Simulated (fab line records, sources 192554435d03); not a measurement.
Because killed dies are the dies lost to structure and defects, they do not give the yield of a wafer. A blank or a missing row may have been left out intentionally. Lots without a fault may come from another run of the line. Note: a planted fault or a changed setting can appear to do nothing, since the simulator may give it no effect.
Matching of chambers / flow n5_finfet / 4 sister chambers for N5_MOL_CONTACT_COAG_CMP_28 on cmp-03
The step polishes, stops on SiNx, t overpolish 0.85 s, target thk 14.522 nm. 18 wafers are shown with their chamber, then 9 later ones without.

WAFERS PAIRED WITH THEIR CHAMBERS
wafer=L078.2; chamber=0; time_to_endpoint_s (s)=5; motor_current_A (A)=13.6
wafer=L078.3; chamber=1; time_to_endpoint_s (s)=1; motor_current_A (A)=11.7
wafer=L078.4; chamber=3; time_to_endpoint_s (s)=7; motor_current_A (A)=14.2
wafer=L082.1; chamber=3; time_to_endpoint_s (s)=8; motor_current_A (A)=14.4
wafer=L082.3; chamber=2; time_to_endpoint_s (s)=1; motor_current_A (A)=13.1
wafer=L082.4; chamber=0; time_to_endpoint_s (s)=6; motor_current_A (A)=13.8
wafer=L084.2; chamber=1; time_to_endpoint_s (s)=0; motor_current_A (A)=12.5
wafer=L084.3; chamber=2; time_to_endpoint_s (s)=2; motor_current_A (A)=12.8
wafer=L084.6; chamber=0; time_to_endpoint_s (s)=7; motor_current_A (A)=14.1
wafer=L087.3; chamber=3; time_to_endpoint_s (s)=6; motor_current_A (A)=13.3
wafer=L087.5; chamber=1; time_to_endpoint_s (s)=0; motor_current_A (A)=12.0
wafer=L087.6; chamber=0; time_to_endpoint_s (s)=11; motor_current_A (A)=13.7
wafer=L088.1; chamber=2; time_to_endpoint_s (s)=4; motor_current_A (A)=13.9
wafer=L088.5; chamber=0; time_to_endpoint_s (s)=8; motor_current_A (A)=13.0
wafer=L088.6; chamber=3; time_to_endpoint_s (s)=8; motor_current_A (A)=13.5
wafer=L089.1; chamber=0; time_to_endpoint_s (s)=8; motor_current_A (A)=13.4
wafer=L089.2; chamber=2; time_to_endpoint_s (s)=2; motor_current_A (A)=13.6
wafer=L089.3; chamber=3; time_to_endpoint_s (s)=6; motor_current_A (A)=14.1

SIGNATURES (averages over the wafers above)
reading=time_to_endpoint_s; chamber 0=7.50; chamber 1=0.33; chamber 2=2.25; chamber 3=7.00; scatter within a chamber=1.49
reading=motor_current_A; chamber 0=13.600; chamber 1=12.067; chamber 2=13.350; chamber 3=13.900; scatter within a chamber=0.436
Rule: for a wafer and a chamber, the distance is found by dividing, reading by reading, the gap between the wafer's reading and the chamber's mean by the reading's scatter, squaring, summing and taking the root. If the next closest chamber is less than 2 further off than the closest, the wafer can't be placed; otherwise it belongs to the closest. The scatter: the root of (the sum of the squares of (reading less its chamber's mean) over the shown wafers, divided by (wafers less chambers)).

WAFERS WITHOUT THEIR CHAMBER
wafer=L090.1; time_to_endpoint_s (s)=10; motor_current_A (A)=14.0
wafer=L090.3; time_to_endpoint_s (s)=2; motor_current_A (A)=13.3
wafer=L090.5; time_to_endpoint_s (s)=2; motor_current_A (A)=12.7
wafer=L092.1; time_to_endpoint_s (s)=3; motor_current_A (A)=12.6
wafer=L092.2; time_to_endpoint_s (s)=3; motor_current_A (A)=13.4
wafer=L092.4; time_to_endpoint_s (s)=10; motor_current_A (A)=13.2
wafer=L096.4; time_to_endpoint_s (s)=0; motor_current_A (A)=14.1
wafer=L096.5; time_to_endpoint_s (s)=8; motor_current_A (A)=13.8
wafer=L096.6; time_to_endpoint_s (s)=0; motor_current_A (A)=11.8

THE CHAMBER EACH PASSED THROUGH
wafer=L090.1; from the rows above=can't be placed: 0 or 3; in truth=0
wafer=L090.3; from the rows above=2; in truth=2
wafer=L090.5; from the rows above=can't be placed: 2 or 1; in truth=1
wafer=L092.1; from the rows above=can't be placed: 2 or 1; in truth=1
wafer=L092.2; from the rows above=2; in truth=2
wafer=L092.4; from the rows above=can't be placed: 0 or 3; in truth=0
wafer=L096.4; from the rows above=2; in truth=2
wafer=L096.5; from the rows above=can't be placed: 0 or 3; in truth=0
wafer=L096.6; from the rows above=1; in truth=1
4 of 9 placed correctly. Not placeable from these rows: 5 (in 5, the candidates include the true chamber). Placed wrongly: 0.
